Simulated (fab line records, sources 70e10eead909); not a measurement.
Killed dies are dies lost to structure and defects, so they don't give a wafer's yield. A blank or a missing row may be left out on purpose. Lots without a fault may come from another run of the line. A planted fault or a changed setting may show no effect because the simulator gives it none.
Chamber matching | flow nand_harc | NHARC_P_M0_ETCH_34 on rie_diel-03: 4 sister chambers
The step etches the open film in N2/H2, target depth 40 nm, overetch 12 nm, time 43.94 s. 4 wafers are shown with their chamber, then 9 later ones without.

WAFERS WITH THEIR CHAMBER
wafer  | chamber | showerhead_plenum_p_Torr (Torr)
L092.1 | 1       | 2.09
L092.6 | 2       | 2.09
L093.5 | 3       | 1.98
L093.6 | 0       | 1.96

WAFERS WITHOUT THEIR CHAMBER
wafer  | showerhead_plenum_p_Torr (Torr)
L094.1 | 2.09
L094.4 | 1.96
L094.6 | 1.98
L095.1 | 1.97
L095.3 | 2.09
L095.5 | 2.09
L096.1 | 2.09
L096.2 | 1.97
L096.4 | 1.96

WHICH CHAMBER EACH WENT THROUGH
wafer  | from the rows above     | in truth
L094.1 | can't be placed: 1 or 2 | 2
L094.4 | 0                       | 0
L094.6 | 3                       | 3
L095.1 | can't be placed: 0 or 3 | 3
L095.3 | can't be placed: 1 or 2 | 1
L095.5 | can't be placed: 1 or 2 | 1
L096.1 | can't be placed: 1 or 2 | 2
L096.2 | can't be placed: 0 or 3 | 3
L096.4 | 0                       | 0
Placed correctly: 3 of 9. Can't be placed from these rows: 6 (the true chamber is among the candidates in 6). Placed wrongly: 0.
How it was worked out, from the rows above alone: a wafer's distance from a chamber is the root of the sum, over the readings, of the square of ((its reading less the chamber's mean) divided by the reading's scatter). The wafer belongs to the nearest chamber; if the next one is less than 2 further off, it can't be placed. A chamber's mean is the mean of its shown wafers. The scatter: with one shown wafer a chamber, the root of the mean of the squares of how far each hidden wafer lies from its nearest shown one.
